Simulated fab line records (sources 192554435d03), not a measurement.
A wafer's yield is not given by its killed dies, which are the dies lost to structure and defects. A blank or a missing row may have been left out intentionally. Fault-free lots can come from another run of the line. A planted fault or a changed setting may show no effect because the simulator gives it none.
Chamber matching | flow n5 finfet | N5_BEOL_M14_ETCH_59 on rie diel-04 has 4 sister chambers
The step etches BARC in N2/H2, target depth 89 nm, overetch 26.7 nm, time 67.9 s. 4 wafers are shown with their chamber, then 8 later ones without.

== EACH WAFER AND ITS CHAMBER ==
wafer  | chamber | showerhead plenum p Torr (Torr)
L076.1 | 2       | 2.51
L081.4 | 3       | 2.43
L081.5 | 1       | 2.60
L088.1 | 0       | 2.60

== WAFERS WITH NO CHAMBER GIVEN ==
wafer  | showerhead plenum p Torr (Torr)
L088.4 | 2.59
L088.5 | 2.43
L091.1 | 2.50
L091.4 | 2.59
L091.5 | 2.59
L095.3 | 2.59
L095.5 | 2.59
L095.6 | 2.59

== WHICH CHAMBER EACH WENT THROUGH ==
wafer  | from the rows above     | in truth
L088.4 | can't be placed: 0 or 1 | 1
L088.5 | 3                       | 3
L091.1 | 2                       | 2
L091.4 | can't be placed: 0 or 1 | 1
L091.5 | can't be placed: 0 or 1 | 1
L095.3 | can't be placed: 0 or 1 | 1
L095.5 | can't be placed: 0 or 1 | 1
L095.6 | can't be placed: 0 or 1 | 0
2 of 8 placed correctly. Cannot be placed on the basis of these rows: 6; the candidates contain the true chamber in 6. Number placed wrongly: 0.
How it was worked out, from the rows above alone: a wafer's distance from a chamber is the root of the sum, over the readings, of the square of ((its reading less the chamber's mean) divided by the reading's scatter). The wafer belongs to the nearest chamber; if the next one is less than 2 further off, it can't be placed. For every chamber, the mean is computed from those of its wafers that are shown. The scatter (one wafer shown for each chamber): square how far every hidden wafer sits from the nearest shown wafer, average those squares and take the square root.
